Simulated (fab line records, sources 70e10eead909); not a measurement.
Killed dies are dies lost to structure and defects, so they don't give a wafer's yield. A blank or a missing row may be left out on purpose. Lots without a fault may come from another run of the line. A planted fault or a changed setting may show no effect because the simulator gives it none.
One fault seen from 2 desks | flow nand_harc | each desk has only its own numbers; what lay behind them comes last

THE TOOL OWNER'S DESK: rie_metal-03
The tool's own readings at NHARC_A_WL_FILL_ETCHBACK_04 (etches the open film in NF3, target depth 60 nm, time 120 s): means of the sampled wafers that have a number, for each lot that ran on this tool. A lot is out of limits, marked OUT, if its mean lies more than 4 standard deviations from the usual mean; the brackets give that distance.
Columns: A = chamber_pressure_mTorr at NHARC_A_WL_FILL_ETCHBACK_04, usual 299.99 mTorr; B = drypump_motor_current_A at NHARC_A_WL_FILL_ETCHBACK_04, usual 5.48 A; C = oes_product_au at NHARC_A_WL_FILL_ETCHBACK_04, usual 1.005 a.u.
lot  | first seen here | A      | B    | C
L639 | day 20 22:28    | 299.77 | 5.49 | 1.000
L642 | day 21 20:08    | 300.03 | 5.67 | 1.001
L650 | day 25 00:10    | 300.09 | 5.67 | 0.992
L652 | day 25 08:43    | 300.19 | 5.67 | 0.701 (-25) OUT
L655 | day 27 12:32    | 299.99 | 5.67 | 0.703 (-25) OUT
This desk's finding: out of limits on L652, L655; first on L652, day 25 08:43 (oes_product_au at NHARC_A_WL_FILL_ETCHBACK_04). In limits: L639, L642, L650.

THE METROLOGY DESK
What the gauges read, lot by lot, whatever tool the lot ran on: means of the sampled wafers that have a number. A lot is out of limits, marked OUT, if its mean lies more than 4 standard deviations from the usual mean; the brackets give that distance.
Columns: A = cd_nm at NHARC_A_SLIT_CD_MEAS_09, usual 299.7 nm
lot  | first seen here | A
L639 | day 20 05:56    | 299.6
L642 | day 21 02:36    | 299.6
L647 | day 23 11:47    | 299.6
L648 | day 23 12:14    | 299.5
L650 | day 24 09:37    | 300.0
L651 | day 24 18:16    | 300.2
L652 | day 24 18:55    | 299.3
L653 | day 25 09:40    | 299.0
L655 | day 26 22:05    | 299.8
L658 | day 27 15:29    | 299.9
L660 | day 28 12:20    | 299.6
L661 | day 28 18:23    | 299.6
This desk's finding: nothing out of limits on any of the 12 lots.

PUT TOGETHER
The tool owner's desk could have raised an alarm at day 25 08:43, on L652, L655.
The metrology desk saw nothing out of limits.
The metrology desk has L652, L655 on record, within its limits.
Of the lots named, all ran NHARC_A_WL_FILL_ETCHBACK_04 on rie_metal-03.

WHAT THE SIMULATOR HAD PUT IN
Process parameter drift: rie_metal-03, from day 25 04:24 on, at NHARC_A_WL_FILL_ETCHBACK_04. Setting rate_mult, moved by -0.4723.
Lots struck among those shown: L652, L655.
Hours from the fault's start to each desk's first reading out of limits: the tool owner's desk, 4.
